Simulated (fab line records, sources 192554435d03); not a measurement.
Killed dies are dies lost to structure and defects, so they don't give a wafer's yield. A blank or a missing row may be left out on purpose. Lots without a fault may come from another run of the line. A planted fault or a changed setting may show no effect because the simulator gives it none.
Split-lot experiment | flow n5_finfet | 7 lots, 21 wafers read, on a route of 1938 steps

THE SPLIT
At N5_BEOL_M14_EXPOSE_25 (exposes mask M14, target cd 280 nm), the setting dose_mj was moved away from the recipe's 26.6 on 5 of the 21 wafers read, by -7.3% to +5.2%. The other wafers ran this setting at the recipe's value.

FROM THE SPLIT TO THE READING: what the file shows between them, 2 steps
- N5_BEOL_M14_DEVELOP_27: develop time 45 s (also split here: develop_time_s)
- N5_BEOL_M14_HARDBAKE_32: time 120 s

THE READING
cd_nm, in nm, at N5_BEOL_M14_CD_MEAS_28 (target cd 284.4 nm). Fault-free wafers of this fab line usually give 285.2 nm, standard deviation 1.8 nm.

wafer  | tool, chamber at the split | dose_mj as run | against the recipe | cd_nm, nm | against lot-mates on the recipe
L074.2 | krf_scanner-01, 0          | 26.6           | recipe             | 282.6     | -
L074.3 | krf_scanner-01, 0          | 26.6           | recipe             | 283.7     | -
L074.6 | krf_scanner-01, 0          | 26.6           | recipe             | 284.1     | -
L075.2 | krf_scanner-01, 0          | 26.6           | recipe             | 285.4     | -
L075.3 | krf_scanner-01, 0          | 26.6           | recipe             | 285.9     | -
L075.6 | krf_scanner-01, 0          | 26.6           | recipe             | 284.5     | -
L084.1 | krf_scanner-02, 0          | 26.6           | recipe             | 281.5     | -
L084.5 | krf_scanner-02, 0          | 26.6           | recipe             | 283.6     | -
L084.6 | krf_scanner-02, 0          | 27.61          | +3.8%              | 286.7     | +4.1
L085.2 | krf_scanner-02, 0          | 27.99          | +5.2%              | 295.7     | +11.4
L085.4 | krf_scanner-02, 0          | 26.6           | recipe             | 284.3     | -
L085.6 | krf_scanner-02, 0          | 27.99          | +5.2%              | 294.2     | +9.9
L087.3 | krf_scanner-01, 0          | 26.6           | recipe             | 287.4     | -
L087.4 | krf_scanner-01, 0          | 26.6           | recipe             | 284.8     | -
L087.6 | krf_scanner-01, 0          | 25.62          | -3.7%              | 280.0     | -6.1
L090.2 | krf_scanner-02, 0          | 26.6           | recipe             | 281.4     | -
L090.3 | krf_scanner-02, 0          | 26.6           | recipe             | 280.7     | -
L090.5 | krf_scanner-02, 0          | 24.65          | -7.3%              | 267.4     | -13.6
L088.1 | krf_scanner-02, 0          | 26.6           | recipe             | 287.7     | -
L088.3 | krf_scanner-02, 0          | 26.6           | recipe             | 287.3     | -
L088.4 | krf_scanner-02, 0          | 26.6           | recipe             | 286.1     | -

THE FIT
A straight line over all 21 wafers: cd_nm changes by +1.91 nm for each +1% of dose_mj; r = +0.90; the points scatter about the line by 2.4 nm.
The same after taking each lot's own level away (the mean of its wafers on the recipe; 21 wafers): +1.83 nm for each +1%; r = +0.98; scatter 1.1 nm.
On that fit, the largest move of dose_mj shifts the reading by 13 nm.
The lots' own levels span 281.05 to 287.03 nm, that is 3.3 times the standard deviation above.
So the lot-to-lot level changes the slope little: the two slopes agree.
Check: with one of the wafers moved furthest among these (-7.3%) left out of the fit, the line predicts -13.2 nm for it against its lot-mates. It came out at -13.6 nm against them.

OTHER SPLITS ON THESE WAFERS
These wafers also went through other splits before the reading. Each is held against what the fit with the lots' levels taken away leaves over:
other split on the same wafers        | wafers away from the commonest value | r with cd_nm (lot level and that fit taken away)
N5_BEOL_M13_COAT_65 spin_rpm          | 8                                    | -0.16
N5_BEOL_M14_DEVELOP_27 develop_time_s | 7                                    | +0.10

THE WHOLE CHAIN: every reading that the file lists as answering this split, in the file's order
step                   | what it does                    | reading                                                         | change (the file's fit)              | r (the file's)
N5_BEOL_M14_CD_MEAS_28 | target cd 284.4 nm              | cd_nm                                                           | +1.79 nm for each +1% of the setting | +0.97
N5_BEOL_M14_DESCUM_33  | chemistry O2, time 7.9 s        | BEOL_M14.cd_nm (the simulator's own value, which no gauge read) | +1.78 nm for each +1% of the setting | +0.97
N5_BEOL_M14_ETCH_68    | etches SOC in N2/H2, time 450 s | BEOL_M14.cd_nm (the simulator's own value, which no gauge read) | +1.88 nm for each +1% of the setting | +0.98

THE FILE'S OWN FIT
cd_nm changes by +1.79 nm for each +1% of dose_mj, r = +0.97.
